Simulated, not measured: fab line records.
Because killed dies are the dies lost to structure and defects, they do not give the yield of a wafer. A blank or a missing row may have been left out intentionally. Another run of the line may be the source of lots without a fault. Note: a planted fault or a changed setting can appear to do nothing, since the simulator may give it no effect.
One fault through the eyes of 2 desks    flow nandHarc    only its own numbers are on each desk; what lay behind them is given at the end

## METROLOGY DESK
Means of the sampled wafers that have a number, per lot and without regard to the tool the lot ran on: this is what the gauges read. The brackets show how far a lot's mean lies from the usual mean; more than 4 standard deviations puts the lot out of limits, marked OUT.
Columns: A = cdNm at NHARC_P_M0_CD_MEAS_16, usual 89.7 nm
lot   first seen here  A
L805  day 6 04:52      90.2
L808  day 7 15:58      89.6
L810  day 8 15:08      89.8
L811  day 8 20:50      90.0
L816  day 11 00:14     90.3
L818  day 12 05:41     89.3
L819  day 12 06:22     88.7
L820  day 12 23:31     90.7
L822  day 13 08:56     88.5
L823  day 13 22:22     90.6
L825  day 14 18:25     90.1
This desk's verdict: no lot among the 11 shows anything out of limits.

## THE TOOL OWNER'S DESK: rieDiel-05
The tool's own readings at NHARC_P_M1_ETCH_35 (etches the open film in N2/H2, target depth 40 nm, overetch 12 nm, time 43.94 s): means of the sampled wafers that have a number, for each lot that ran on this tool. The brackets show how far a lot's mean lies from the usual mean; more than 4 standard deviations puts the lot out of limits, marked OUT.
Columns: A = drypumpMotorCurrentA at NHARC_P_M1_ETCH_35, usual 5.7 A; B = n2FlowSccm at NHARC_P_M1_ETCH_35, usual 150.1 sccm; C = oesProductAu at NHARC_P_M1_ETCH_35, usual 1.005 a.u.; D = rfVppV at NHARC_P_M1_ETCH_35, usual 430.7 V; E = runLengthS at NHARC_P_M1_ETCH_35, usual 65.4 s; F = showerheadPlenumPTorr at NHARC_P_M1_ETCH_35, usual 2.05 Torr; G = throttleValvePct at NHARC_P_M1_ETCH_35, usual 14.171 %
lot   first seen here  A    B      C      D      E               F     G
L808  day 7 19:47      5.6  150.4  1.006  428.9  65.3            1.99  14.171
L810  day 8 18:50      5.5  150.2  1.018  429.4  58.6 (-12) OUT  2.00  14.166
L819  day 12 10:13     5.5  150.0  1.015  429.4  65.5            1.99  14.170
L820  day 13 03:25     5.8  150.1  1.008  428.1  65.8            1.96  14.164
L822  day 13 12:43     5.7  150.2  1.010  428.2  64.9            1.99  14.174
L823  day 14 02:13     5.8  150.0  1.009  428.5  65.8            1.96  14.175
L825  day 14 22:09     5.5  150.1  1.010  429.8  65.7            1.99  14.165
This desk's finding: out of limits on L810; first on L810, day 8 18:50 (runLengthS at NHARC_P_M1_ETCH_35). Within limits: L808, L819, L820, L822, L823, L825.

## TAKEN TOGETHER
On L810, at day 8 18:50, an alarm was possible from the tool owner's desk.
From the metrology desk's view, nothing was out of limits.
The metrology desk holds a record of L810, inside its limits.
The lots listed all ran NHARC_P_M1_ETCH_35 on rieDiel-05.

## WHAT WAS PUT IN BY THE SIMULATOR
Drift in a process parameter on rieDiel-05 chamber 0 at NHARC_P_M1_ETCH_35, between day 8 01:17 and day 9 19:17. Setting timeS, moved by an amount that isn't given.
Struck lots among those shown: L810.
Each desk's first reading out of limits, in hours after the fault started: the tool owner's desk, 18.
